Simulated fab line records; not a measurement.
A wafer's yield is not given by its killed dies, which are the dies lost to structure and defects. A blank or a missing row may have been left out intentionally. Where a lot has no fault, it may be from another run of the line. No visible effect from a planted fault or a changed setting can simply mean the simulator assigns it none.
Split-lot trial + flow n5 finfet + 21 wafers read from 7 lots, route of 1938 steps

THE SPLIT
At N5_BEOL_M3_EXPOSE_25 (exposes mask V2, defocus 5 nm), the setting dose mj was moved away from the recipe's 63 on 7 of the 21 wafers read, by -4.6% to +4.8%. This setting was run at the recipe's value on the other wafers.

FROM THE SPLIT TO THE READING: what the file shows between them, 2 steps
- N5_BEOL_M3_PEB_26: peb time 60 s
- N5_BEOL_M3_DEVELOP_27: develop time 30 s

THE READING
cd nm, in nm, at N5_BEOL_M3_CD_MEAS_28 (target cd 25.7 nm, target cd y 23.3 nm). Typical for fault-free wafers on this fab line: 25.68 nm, with standard deviation 0.2 nm.

| wafer  | tool, chamber at the split | dose mj as run | against the recipe | cd nm, nm | against lot-mates on the recipe |
|--------|----------------------------|----------------|--------------------|-----------|---------------------------------|
| L074.1 | euv scanner-02, 0          | 63             | recipe             | 25.44     | -                               |
| L074.3 | euv scanner-02, 0          | 63             | recipe             | 25.11     | -                               |
| L074.5 | euv scanner-02, 0          | 63             | recipe             | 25.48     | -                               |
| L083.2 | euv scanner-01, 0          | 63             | recipe             | 25.90     | -                               |
| L083.4 | euv scanner-01, 0          | 60.12          | -4.6%              | 25.00     | -0.90                           |
| L083.5 | euv scanner-01, 0          | 60.12          | -4.6%              | 25.14     | -0.76                           |
| L087.2 | euv scanner-01, 0          | 66.03          | +4.8%              | 26.73     | +0.92                           |
| L087.3 | euv scanner-01, 0          | 63             | recipe             | 25.81     | -                               |
| L087.5 | euv scanner-01, 0          | 66.03          | +4.8%              | 26.58     | +0.77                           |
| L086.4 | euv scanner-02, 0          | 61.58          | -2.3%              | 25.60     | -0.17                           |
| L086.5 | euv scanner-02, 0          | 63             | recipe             | 25.73     | -                               |
| L086.6 | euv scanner-02, 0          | 63             | recipe             | 25.82     | -                               |
| L091.1 | euv scanner-02, 0          | 63             | recipe             | 25.87     | -                               |
| L091.3 | euv scanner-02, 0          | 64.75          | +2.8%              | 26.25     | +0.38                           |
| L091.4 | euv scanner-02, 0          | 64.75          | +2.8%              | 26.06     | +0.19                           |
| L093.2 | euv scanner-02, 0          | 63             | recipe             | 25.76     | -                               |
| L093.5 | euv scanner-02, 0          | 63             | recipe             | 25.72     | -                               |
| L093.6 | euv scanner-02, 0          | 63             | recipe             | 25.67     | -                               |
| L097.1 | euv scanner-01, 0          | 63             | recipe             | 25.75     | -                               |
| L097.2 | euv scanner-01, 0          | 63             | recipe             | 25.66     | -                               |
| L097.6 | euv scanner-01, 0          | 63             | recipe             | 25.47     | -                               |

THE FIT
A straight line over all 21 wafers: cd nm changes by +0.163 nm for each +1% of dose mj; r = +0.88; the points scatter about the line by 0.21 nm.
The same after taking each lot's own level away (the mean of its wafers on the recipe; 21 wafers): +0.163 nm for each +1%; r = +0.95; scatter 0.12 nm.
On that fit, the largest move of dose mj shifts the reading by 0.79 nm.
The lots' own levels span 25.343 to 25.900 nm, that is 2.8 times the standard deviation above.
The two slopes are in agreement: the lot-to-lot level therefore moves the slope only a little.
Check: for one of the wafers moved furthest among these (+4.8%), held out of the fit, the line's prediction against its lot-mates is +0.729 nm. Against them it came out at +0.92 nm.

FURTHER SPLITS ON THESE WAFERS
These wafers also went through other splits before the reading. Each is held against what the fit with the lots' levels taken away leaves over:
| other split on the same wafers | wafers away from the commonest value | r with cd nm (lot level and that fit taken away) |
|--------------------------------|--------------------------------------|--------------------------------------------------|
| N5_BEOL_M1_COAT_61 spin rpm    | 6                                    | -0.16                                            |
| N5_BEOL_M2_COAT_22 spin rpm    | 6                                    | -0.13                                            |
| N5_BEOL_M2_ALD_98 ald cycles   | 6                                    | -0.21                                            |

THE FILE'S OWN FIT
cd nm changes by +0.159 nm for each +1% of dose mj, r = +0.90.
